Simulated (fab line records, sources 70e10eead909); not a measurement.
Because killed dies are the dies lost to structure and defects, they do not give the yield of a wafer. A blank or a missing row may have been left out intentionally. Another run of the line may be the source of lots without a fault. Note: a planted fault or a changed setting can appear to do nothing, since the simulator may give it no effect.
fab line records	flow nand-harc
[record] lots = 14	wafers = 41	last-day = 24
route steps=1159 shown A_SGD_CUT@747 THIN_TSV@1130 END@1159
lots with no fault: from the same line, run without faults
start-h: start of the lot's first displayed wafer, in hours after the record's first day	wait-h: time in hours since the lot's previous step	" unchanged from the row above	L1.1+2: a row that stands for several wafers	- no value, or no start given	* or withheld: withheld	< > ~ a bound
route shown NAME@n: names a module that has steps shown in the file, with the first one's number in the route	usual: mean and standard deviation over wafers with no fault	same: alike in all rows	chamber/n: place in a boat	sites: each site's reading	_std_site: the values' standard deviation	_edge_site: inner sites' mean taken away from outer sites' mean	radius-mm: for every site, how far away it sits from the centre of the wafer	mask NAME#n: copy n	behind: tool/chamber where the wafer was last shaped	hold: why the lot went on hold/how many hours it stayed there/how the hold came to an end	device: the n, p or np transistor that did not switch	end of line: tests run on the same wafers once the route is complete	step lacking rows: just its recipe	killed: not the wafer's yield, but the dies lost to structure and defects at the first sort	map: per-die view of a wafer (x killed, . not killed, _ where there is no die)
set.NAME: the run value of the setting; set.NAME@STEP: its run value at that earlier step	model.NAME: the simulator's own value behind a step, which no gauge read
steps of the route over a sample of lots; a table a step, a row a wafer
services: a tool's chamber out of use, with start hour (start-h, from the record's first day; less than 0 if before it), hours out, and reason
[[steps]]
[step NHARC_A_SGD_CUT_DEP_00]
[recipe] target-thk-a = 500	temp-c = 400	target-thk-nm = 50	flow-sccm = 200	rf-w = 450	material = SiNx
[usual] heater-power-w = 690/82
lot.wafer	tool	chamber	start-h	wait-h	heater-power-w
L342.3	pecvd-01	0	323.03	0.1	777
L342.6	"	0	"	"	647
L342.4	"	1	"	"	657
L341.3	pecvd-04	2	323.61	0.1	656
L341.2	"	0	"	"	692
L341.4	"	0	"	"	686
L343.1	pecvd-01	1	324.30	0.1	661
L343.5	"	2	"	"	654
L343.6	"	1	"	"	672
L346.2	pecvd-01	0	330.15	0.1	768
L346.1	"	2	"	"	622
L346.6	"	0	"	"	759
L345.2	pecvd-01	1	336.52	0.1	652
L345.1	"	2	"	"	701
L345.4	"	1	"	"	653
L344.1	pecvd-01	1	338.18	0.3	534
L344.6	"	1	"	"	552
L344.5	"	2	"	"	607
L352.1	pecvd-01	2	376.55	0.1	728
L352.4	"	0	"	"	768
L352.6	"	2	"	"	704
L355.3	pecvd-01	2	378.37	0.1	727
L355.6	"	2	"	"	736
L361.5	pecvd-02	2	419.30	0.1	779
L361.4	"	0	"	"	740
L361.6	"	1	"	"	852
L359.6	pecvd-04	0	421.17	0.1	629
L359.5	"	1	"	"	567
L359.4	"	2	"	"	709
L358.3	pecvd-04	1	423.22	0.3	599
L358.1	"	0	"	"	651
L358.4	"	1	"	"	602
L362.2	pecvd-01	0	440.84	0.1	761
L362.1	"	1	"	"	589
L362.4	"	2	"	"	799
L364.2	pecvd-01	0	445.56	0.1	723
L364.1	"	1	"	"	593
L364.4	"	1	"	"	614
L363.3	pecvd-01	0	446.43	0.1	774
L363.6	"	2	"	"	772
L363.4	"	0	"	"	784
[step NHARC_THIN_TSV_PVD_51]
[recipe] target-thk-a = 1000	chamber-pressure-pa = 5	material = Cu
[usual] throttle-valve-pct = 30.0/0.68
lot.wafer	tool	chamber	start-h	wait-h	throttle-valve-pct
L342.3	pvd-sputter-03	-	-	-	30.9
L342.4	"	-	"	"	29.7
L342.6	"	-	"	"	30.8
L341.3	pvd-sputter-02	-	-	-	29.7
L341.4	"	-	"	"	29.7
L341.2	"	-	"	"	29.0
L343.1	pvd-sputter-02	-	-	-	29.1
L343.5	"	-	"	"	29.1
L343.6	"	-	"	"	29.8
L346.2	pvd-sputter-01	-	-	-	30.6
L346.1	"	-	"	"	31.2
L346.6	"	-	"	"	30.6
L344.1	pvd-sputter-02	-	-	-	29.8
L344.5	"	-	"	"	29.9
L344.6	"	-	"	"	30.2
L345.4	pvd-sputter-02	-	-	-	29.9
L345.2	"	-	"	"	29.1
L345.1	"	-	"	"	29.2
L352.1	pvd-sputter-02	-	-	-	30.1
L352.4	"	-	"	"	29.0
L352.6	"	-	"	"	29.0
L359.4	pvd-sputter-03	-	-	-	30.2
L359.6	"	-	"	"	30.6
L359.5	"	-	"	"	30.7
L358.4	pvd-sputter-02	-	-	-	29.3
L358.3	"	-	"	"	29.9
L358.1	"	-	"	"	29.0
L361.4	pvd-sputter-03	-	-	-	30.4
L361.6	"	-	"	"	30.6
L361.5	"	-	"	"	30.4
L362.2	pvd-sputter-01	-	-	-	29.9
L362.4	"	-	"	"	30.8
L362.1	"	-	"	"	31.0
L363.3	pvd-sputter-02	-	-	-	29.7
L363.4	"	-	"	"	29.3
L363.6	"	-	"	"	29.8
L364.2	pvd-sputter-01	-	-	-	30.7
L364.1	"	-	"	"	31.4
L364.4	"	-	"	"	29.9
[step NHARC_THIN_TSV_PRE_CLEAN_54]
[recipe] time-s = 30	temp-c = 280	gas = H2/He
[usual] heater-power-w = 399/57
lot.wafer	tool	chamber	start-h	wait-h	heater-power-w
L342.4	pvd-sputter-01	-	452.83	0.1	474
L342.3	"	-	"	"	477
L342.6	"	-	"	"	390
L341.3	pvd-sputter-03	-	454.02	0.1	307
L341.4	"	-	"	"	437
L341.2	"	-	"	"	447
L343.1	pvd-sputter-03	-	455.03	0.1	442
L343.5	"	-	"	"	435
L343.6	"	-	"	"	302
L346.1	pvd-sputter-03	-	456.36	0.1	434
L346.2	"	-	"	"	442
L346.6	"	-	"	"	430
L344.1	pvd-sputter-02	-	457.54	0.0	341
L344.6	"	-	"	"	339
L344.5	"	-	"	"	343
L345.1	pvd-sputter-02	-	466.56	0.1	448
L345.2	"	-	"	"	338
L345.4	"	-	"	"	362
L352.4	pvd-sputter-01	-	495.90	0.1	466
L352.1	"	-	"	"	480
L352.6	"	-	"	"	473
L359.4	pvd-sputter-03	-	548.48	0.2	458
L359.6	"	-	"	"	428
L359.5	"	-	"	"	484
L358.3	pvd-sputter-02	-	548.95	0.1	342
L358.1	"	-	"	"	373
L358.4	"	-	"	"	442
L361.4	pvd-sputter-02	-	550.16	0.1	332
L361.6	"	-	"	"	352
L361.5	"	-	"	"	366
L362.1	pvd-sputter-02	-	560.38	0.0	340
L362.2	"	-	"	"	350
L362.4	"	-	"	"	437
L363.3	pvd-sputter-02	-	565.72	0.1	366
L363.4	"	-	"	"	444
L363.6	"	-	"	"	343
L364.1	pvd-sputter-03	-	574.16	0.0	443
L364.2	"	-	"	"	317
L364.4	"	-	"	"	416
[step NHARC_END_SORT_01]
[recipe] temp-c = 25
[usual] killed-at-array = 29/10	killed-at-other = 0.7/1.1	killed-at-periphery = 3.2/2.2	killed-dies = 33/11	killed-open = 3.5/1.8	killed-short = 2.0/1.4
[same] gross-dies = 677
lot.wafer	tool	chamber	start-h	wait-h	killed-at-array	killed-at-other	killed-at-periphery	killed-dies	killed-open	killed-short
L344.1	prober-01	0	490.15	2.5	29	0	1	30	3	0
L344.5	prober-01	0	493.42	3.8	40	0	4	44	4	4
L344.6	prober-01	0	494.24	4.1	344	0	2	346	4	1
L352.1	prober-02	0	513.93	2.5	38	0	8	46	3	1
L352.4	prober-02	0	516.32	3.4	43	1	8	52	5	3
L352.6	prober-02	0	517.90	4.0	340	1	7	348	4	2
// killed by level:class
L344.1 A_SLIT:chamber-film-flake=11 A_STAIRCASE:chamber-film-flake=5 A_ZERO_WELL:chamber-film-flake=4 A_M1:chamber-film-flake=3 A_CHANNEL_HOLE_D1:chamber-film-flake=2 P_GATE:geometric-particle:open=1 A_CHANNEL_HOLE_D1:geometric-particle:open=1 A_M0:geometric-particle:open=1
L344.5 A_SLIT:chamber-film-flake=14 A_CHANNEL_HOLE_D1:chamber-film-flake=5 A_SGD_CUT:chamber-film-flake=5 A_STAIRCASE:chamber-film-flake=3 A_WL_FILL:chamber-film-flake=2 A_CONTACT:chamber-film-flake=2 A_M1:chamber-film-flake=2 P_M0:geometric-particle:short=1
L344.6 A_SGD_CUT:area-dep=321 A_SLIT:chamber-film-flake=9 A_CONTACT:chamber-film-flake=3 A_ZERO_WELL:chamber-film-flake=2 A_CHANNEL_HOLE_D1:chamber-film-flake=2 A_STAIRCASE:chamber-film-flake=2 P_M0:geometric-particle:open=1 P_M1:geometric-particle:open=1
L352.1 A_CHANNEL_HOLE_D1:chamber-film-flake=19 A_SLIT:chamber-film-flake=12 A_STAIRCASE:chamber-film-flake=5 P_M2:chamber-film-flake=4 P_GATE:chamber-film-flake=2 P_GATE:geometric-particle:open=1 P_M2:geometric-particle:open=1 A_ONON_D1:geometric-particle:short=1
L352.4 A_CHANNEL_HOLE_D1:chamber-film-flake=14 A_STAIRCASE:chamber-film-flake=13 A_SLIT:chamber-film-flake=7 P_M2:chamber-film-flake=6 A_ONON_D1:geometric-particle:open=2 A_CHANNEL_FILL_D1:geometric-particle:short=2 A_CONTACT:geometric-particle:open=2 P_GATE:chamber-film-flake=2
L352.6 A_SGD_CUT:area-dep=301 A_CHANNEL_HOLE_D1:chamber-film-flake=19 A_SLIT:chamber-film-flake=10 P_M2:chamber-film-flake=5 A_STAIRCASE:chamber-film-flake=4 A_SGD_CUT:geometric-particle:open=2 P_GATE:geometric-particle:short=1 A_ONON_D1:geometric-particle:open=1
[[services]]
tool	chamber	start-h	hours	kind
pvd-sputter-01	-	309.42	52.7	repair
pecvd-02	-	334.20	13.0	pm
pvd-sputter-03	-	352.63	7.5	repair
pvd-sputter-01	-	362.14	10.0	pm
pecvd-04	-	376.15	13.0	pm
pecvd-04	0	376.15	13.0	vent-cycle
pvd-sputter-02	-	392.02	10.0	pm
pecvd-01	-	418.40	13.0	pm
pecvd-01	0	418.40	13.0	vent-cycle
pecvd-01	1	418.40	13.0	vent-cycle
pecvd-01	2	418.40	13.0	vent-cycle
pecvd-01	0	431.40	-	clean
pecvd-01	1	431.40	-	clean
pecvd-01	2	431.40	-	clean
pvd-sputter-03	-	458.00	10.0	pm
pvd-sputter-03	-	473.76	3.9	repair
pecvd-02	0	486.94	3.9	repair
pecvd-02	-	515.20	13.0	pm
pvd-sputter-01	-	540.14	10.0	pm
pecvd-04	1	550.48	6.4	repair
pecvd-02	-	556.83	1.8	repair
pecvd-04	-	557.38	13.0	pm
pvd-sputter-01	-	562.65	1.8	repair
pvd-sputter-02	-	570.02	10.0	pm
[[key]]
[first-sign] step = NHARC_END_SORT_01	reading = killed-at-array	direction = up	sigmas = 31	usual = 29	struck = 342
[effect] step = NHARC_END_SORT_01	reading = killed-dies	direction = up	sigmas = 30	usual = 33	struck = 347
[more-kills-born-at] NHARC_A_SGD_CUT_DEP_00@pecvd-01 = 622
met-at NHARC_A_SGD_CUT_DEP_00
struck-lots L344,L352
struck-wafers L344.6,L352.6
tester-left-out L344,L352
not-acting-at NHARC_THIN_TSV_PVD_51,NHARC_THIN_TSV_PRE_CLEAN_54
onset-between 336.52 338.18
[fault] kind = process-parameter-drift	tool = pecvd-01	chamber = -	onset-h = 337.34	steps = NHARC_A_SGD_CUT_DEP_00	channel = target-thk-a	offset = *	shape = step	end-h = 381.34	scope = struck-wafers-only	acts-in = *	stated = *
// tester-left-out: of these lots the tester's yield and bins aren't shown, on N5 and GAA mostly nor the transistor test; their killed dies are dies lost to structure and defects alone, not to doping, threshold or leakage, so they don't give the yield
